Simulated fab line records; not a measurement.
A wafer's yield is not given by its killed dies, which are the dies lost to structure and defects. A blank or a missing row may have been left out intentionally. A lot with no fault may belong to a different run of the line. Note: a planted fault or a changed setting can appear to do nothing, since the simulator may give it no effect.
Matching of chambers ; flow n5 finfet ; N5_HKMG_FIN_ETCH_67 on rie diel-05: 4 sister chambers
The step etches SOC in N2/H2, stops on TiN, target depth 388.9 nm. 4 wafers are shown with their chamber, then 9 later ones without.

== WAFERS WITH THEIR CHAMBER ==
wafer;chamber;drypump motor current A (A)
L083.2;1;5.2
L087.1;3;5.6
L087.2;2;6.3
L087.3;0;6.1

== WAFERS WITH NO CHAMBER GIVEN ==
wafer;drypump motor current A (A)
L088.3;6.3
L088.5;6.4
L088.6;5.6
L091.1;6.3
L091.2;5.6
L091.6;6.3
L096.2;6.3
L096.3;5.6
L096.6;6.3

== WHICH CHAMBER EACH WENT THROUGH ==
wafer;from the rows above;in truth
L088.3;2;2
L088.5;2;2
L088.6;3;3
L091.1;2;2
L091.2;3;3
L091.6;2;2
L096.2;2;2
L096.3;3;3
L096.6;2;2
9 of 9 placed correctly. From these rows, 0 cannot be placed. Placed wrongly: 0.
How it was worked out, from the rows above alone: a wafer's distance from a chamber is the root of the sum, over the readings, of the square of ((its reading less the chamber's mean) divided by the reading's scatter). The wafer belongs to the nearest chamber; if the next one is less than 2 further off, it can't be placed. A chamber's mean is the mean of its shown wafers. The scatter: root of mean squared gap, hidden wafer to nearest shown wafer, with one shown wafer a chamber.
